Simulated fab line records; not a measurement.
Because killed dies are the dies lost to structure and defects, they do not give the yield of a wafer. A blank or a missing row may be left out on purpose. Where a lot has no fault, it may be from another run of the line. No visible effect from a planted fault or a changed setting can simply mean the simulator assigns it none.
A struck lot beside a sound one -- flow n5-finfet -- 17 out of 1938 route steps
Sound: these wafers, L930.1, L930.3, L930.6. The struck wafers were L924.1, L924.4, L924.5. At the end, the cause is stated.
Per side, at each step with rows, come the tool, then ch with its chambers, and then its first start. Under that, the readings that differ: sound wafers -- struck wafers -- difference of the means -- sigmas: that difference in standard deviations of wafers without a fault.
alike: a reading whose means differ by less than 2 such deviations, as well as words and numbers matching on both sides. not compared: withheld readings; readings where some wafer has no value; bounds like >300 that might hide an equal value; numbers whose values overlap and for which the record gives no deviation.
Wherever a step has rows on one side only, a row that says differs or no value, or a row with sigmas, the two part there. Numbers that have no deviation but don't overlap get no sigmas and don't part them. Lack of a reading on every wafer of one side parts them only where that side has two or more wafers.

first, 9 steps without rows for these wafers: N5_BEOL_M3_COAT_05 (resist thk 30 nm); N5_BEOL_M3_EBR_07; N5_BEOL_M3_SOFTBAKE_06 (time 60 s); N5_BEOL_M3_EXPOSE_08 (exposes mask M3); N5_BEOL_M3_PEB_09 (peb time 60 s); N5_BEOL_M3_DEVELOP_10 (develop time 30 s); N5_BEOL_M3_DESCUM_16 (chemistry O2, time 7 s); N5_BEOL_M3_ETCH_74 (etches underlayer in N2/H2, target depth 6.5 nm, time 5.2 s); N5_BEOL_M3_ETCH_63 (etches SiARC in CF4, target depth 15.6 nm, time 26 s).
N5_BEOL_M3_ETCH_64: etches SOC in N2/H2, target depth 75 nm, overetch 15 nm, time 112.5 s.
  sound on rie-diel-02 ch 0,1, day 13 03:58; struck on rie-diel-04 ch 0,3, day 11 18:49
reading,sound,struck,difference,sigmas
rf-fwd-power-W (W),834.3 836.0 835.6,- - -,no value on the struck wafers,
model.SiARC_of_BEOL_M3_COAT_62.thk-nm (nm),6.8 6.8 6.8,7.6 7.8 7.6,+0.9,
model.BEOL_M3.cd-offset-nm (nm),0.2 0.4 0.2,-0.4 -0.2 -0.4,-0.6,
  alike: chamber-pressure-mTorr, drypump-motor-current-A, oes-product-au, rf-vpp-V, showerhead-plenum-p-Torr, throttle-valve-pct
  not compared: rf-hours-counter-h
then, 3 steps without rows for these wafers: N5_BEOL_M3_STRIP_65 (strips in N2/H2); N5_BEOL_M3_STRIP_75 (strips in N2/H2); N5_BEOL_M3_STRIP_66 (strips in CF4).
N5_BEOL_M3_HM_OPEN_17: chemistry Cl2/BCl3, target TiN, target depth 20 nm, overetch 6 nm.
  sound on rie-metal-03 ch 0,1, day 13 04:08; struck on rie-metal-01 ch 0, day 11 18:59
reading,sound,struck,difference,sigmas
model.BEOL_M3.cd-offset-nm (nm),0.2 0.4 0.2,-0.2 -0.2 -0.2,-0.5,
  alike: bcl3-flow-sccm, chamber-pressure-mTorr, drypump-motor-current-A, oes-product-au, rf-fwd-power-W, throttle-valve-pct
  not compared: rf-hours-counter-h
then, 1 step without rows for these wafers: N5_BEOL_M3_STRIP_19 (strips in O2).
N5_BEOL_M4_RC_MEAS_101:
  sound on prober-01 ch 0, day 13 21:56; struck on prober-02 ch 0, day 12 15:16
  alike: DIBL_N, DIBL_P, IOFF_N, IOFF_P, ION_N, ION_P, SS_N, SS_P, VT_N, VT_P
-- the record jumps here: 4 days lie between the struck wafers' starts before and after (it left off in module BEOL_M4 and takes up again in module PASSIVATION, whose first step shown is number 1936 of the route) --
N5_PASSIVATION_PROBE_49:
  struck on prober-01, day 16 14:46; sound on prober-01, day 18 03:23
  alike: defect-limited-yield, killed_at_M0_to_M3, killed_at_M4_up, killed-at-contacts, killed-at-front-end, killed-at-other, killed-dies, killed-open, killed-short, sort_bin_5_function, sort_bin_6_memory, sort-n-pass, sort-yield-pct

== WHERE THEY PART ==
Only at N5_BEOL_M3_ETCH_64, as far as this record shows. Later steps at which nothing parts them and some readings are alike: N5_BEOL_M3_HM_OPEN_17, N5_BEOL_M4_RC_MEAS_101, N5_PASSIVATION_PROBE_49.

WHY: what the simulator had put in
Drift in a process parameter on rie-diel-04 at N5_BEOL_M3_ETCH_64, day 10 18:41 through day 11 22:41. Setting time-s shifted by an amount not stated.
